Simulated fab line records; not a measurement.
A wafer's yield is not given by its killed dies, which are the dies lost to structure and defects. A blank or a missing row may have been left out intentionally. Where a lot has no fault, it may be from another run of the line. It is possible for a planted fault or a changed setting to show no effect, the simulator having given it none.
Matching of chambers | flow nand-harc | NHARC_A_BLC_DESCUM_15 on rie-diel-02: 4 sister chambers
The step chemistry O2, time 3 s. 4 wafers are shown with their chamber, then 9 later ones without.

== WAFERS WITH THEIR CHAMBER ==
wafer  | chamber | showerhead-plenum-p-Torr (Torr)
L080.4 | 0       | 1.78
L087.1 | 3       | 1.97
L087.5 | 1       | 1.90
L087.6 | 2       | 1.80

== WAFERS WITHOUT THEIR CHAMBER ==
wafer  | showerhead-plenum-p-Torr (Torr)
L088.2 | 1.97
L088.3 | 1.77
L088.6 | 1.77
L094.1 | 1.90
L094.2 | 1.97
L094.3 | 1.77
L093.1 | 1.97
L093.2 | 1.90
L093.4 | 1.77

== EACH ONE'S CHAMBER ==
wafer  | from the rows above | in truth
L088.2 | 3                   | 3
L088.3 | 0                   | 0
L088.6 | 0                   | 0
L094.1 | 1                   | 1
L094.2 | 3                   | 3
L094.3 | 0                   | 0
L093.1 | 3                   | 3
L093.2 | 1                   | 1
L093.4 | 0                   | 0
Correct placement for 9 of the 9. From these rows, 0 cannot be placed. Number placed wrongly: 0.
How it was worked out, from the rows above alone: a wafer's distance from a chamber is the root of the sum, over the readings, of the square of ((its reading less the chamber's mean) divided by the reading's scatter). The wafer belongs to the nearest chamber; if the next one is less than 2 further off, it can't be placed. Each chamber's mean is taken over the wafers shown for it. The scatter: root of mean squared gap, hidden wafer to nearest shown wafer, with one shown wafer a chamber.
